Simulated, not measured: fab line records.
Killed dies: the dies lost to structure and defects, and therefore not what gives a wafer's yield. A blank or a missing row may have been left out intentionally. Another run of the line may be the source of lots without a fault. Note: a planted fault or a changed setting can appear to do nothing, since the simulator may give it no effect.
Which tool did it? + flow nandHarc + 6 lots, 18 wafers sampled, at 1 step of a route of 1302

## WHAT THE GAUGES READ, wafer by wafer
NHARC_HYBRID_BOND_INSPECT_06: inspects for defects (ir void).
| lot  | measured     | on               | rawDefectCount |
|------|--------------|------------------|----------------|
| L994 | day 24 23:55 | defectInspect-02 | 102 120 112    |
| L996 | day 25 23:15 | defectInspect-02 | 48 65 70       |
| L107 | day 29 20:39 | defectInspect-01 | 27 32 40       |
| L109 | day 30 15:55 | defectInspect-02 | 114 133 139    |
| L110 | day 31 14:50 | defectInspect-02 | 80 79 84       |
| L112 | day 32 17:08 | defectInspect-01 | 33 29 23       |

## TOOL THAT RAN EACH LOT (tool first, then ch and the chambers of the sampled wafers, then the start)
Before these readings, the record contains no process step.

## THE ANSWER, worked out from the rows above alone
Rule: usual is defined by the lots themselves. The widest of any qualifying gaps counts: lots, ordered by their means at a reading, are off when they make up no more than a third of the lots, leave a main group of 4 or more, and stand apart from it by 3 or more times the standard deviation of that group's means. If all means in a main group match to the digits the tables above print for the reading, that group is not used. Also off: a lot with no number at a reading for which 4 or more lots have one. All remaining lots with rows at the step are treated as sound.
Nothing can be told from this: no lot is off at any reading shown.

## WHAT HAD BEEN PUT IN BY THE SIMULATOR
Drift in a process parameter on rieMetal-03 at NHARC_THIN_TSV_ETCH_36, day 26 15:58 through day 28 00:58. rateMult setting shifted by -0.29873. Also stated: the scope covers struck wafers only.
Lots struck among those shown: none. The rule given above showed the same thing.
